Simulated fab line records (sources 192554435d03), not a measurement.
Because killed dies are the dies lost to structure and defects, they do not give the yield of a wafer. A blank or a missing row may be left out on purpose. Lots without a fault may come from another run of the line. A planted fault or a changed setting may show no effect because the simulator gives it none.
A struck lot beside a sound one -- flow n5Finfet -- 12 steps out of a route of 1938
Sound: the wafers L271.2, L271.4, L271.5. Struck: wafer L283.1 (left out: L283.3, L283.6 of the same lot, which were not struck); the cause appears at the end.
Per side, at each step with rows, come the tool, then ch with its chambers, and then its first start. Under that, the readings that differ: sound wafers -- struck wafers -- difference of the means -- sigmas: that difference in standard deviations of wafers without a fault.
alike: words and numbers the same on both sides, and readings whose means are apart by under 2 such deviations; not compared: readings that were withheld, readings missing a value for some wafer, numbers with overlapping values and no deviation given by the record, and bounds like >300 which may hide the same value.
A row with sigmas, a row that says differs or no value, or rows on one side alone: a step with any of these is where the two part. When numbers do not overlap yet have no deviation, they are printed without sigmas and do not part them. A reading missing from all wafers of one side parts the sides only when that side holds two or more wafers.

first, 9 steps without rows for these wafers: N5_BEOL_M3_PEB_09 (peb time 60 s); N5_BEOL_M3_DEVELOP_10 (develop time 30 s); N5_BEOL_M3_DESCUM_16 (chemistry O2, time 7 s); N5_BEOL_M3_ETCH_74 (etches underlayer in N2/H2, target depth 6.5 nm, time 5.2 s); N5_BEOL_M3_ETCH_63 (etches SiARC in CF4, target depth 15.6 nm, time 26 s); N5_BEOL_M3_ETCH_64 (etches SOC in N2/H2, target depth 75 nm, overetch 15 nm, time 112.5 s); N5_BEOL_M3_STRIP_65 (strips in N2/H2); N5_BEOL_M3_STRIP_75 (strips in N2/H2); N5_BEOL_M3_STRIP_66 (strips in CF4).
N5_BEOL_M3_HM_OPEN_17: chemistry Cl2/BCl3, target TiN, target depth 20 nm, overetch 6 nm.
  sound on rieMetal-02 ch 1, day 9 02:30; struck on rieMetal-02 ch 0, day 11 15:01
reading,sound,struck,difference,sigmas
oesProductAu (a.u.),0.51 0.52 0.52,0.81,+0.29,+3
rfHoursCounterH (h),- - -,3,no value on the sound wafers,
throttleValvePct (%),22.44 22.43 22.42,21.92,-0.51,-3
model.SOC_of_BEOL_M3_COAT_61.thkNm (nm),52.8 52.8 52.4,49.4,-3.3,
  alike: drypumpMotorCurrentA, mfcArSccm
  not compared: model.BEOL_M3.cdOffsetNm
then, 1 step without rows for these wafers: N5_BEOL_M3_STRIP_19 (strips in O2).
N5_BEOL_M4_RC_MEAS_101:
  sound on prober-01 ch 0, day 10 01:50; struck on prober-02 ch 0, day 12 11:07
  alike: DIBL_N, DIBL_P, IOFF_N, IOFF_P, ION_N, ION_P, SS_N, SS_P, VT_N, VT_P

== WHERE THEY PART ==
Within this record, at N5_BEOL_M3_HM_OPEN_17 only. Later steps at which nothing parts them and some readings are alike: N5_BEOL_M4_RC_MEAS_101.

WHY: whatever the simulator had introduced
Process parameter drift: rieMetal-02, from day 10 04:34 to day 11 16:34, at N5_BEOL_M3_HM_OPEN_17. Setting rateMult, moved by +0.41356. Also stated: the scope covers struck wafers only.
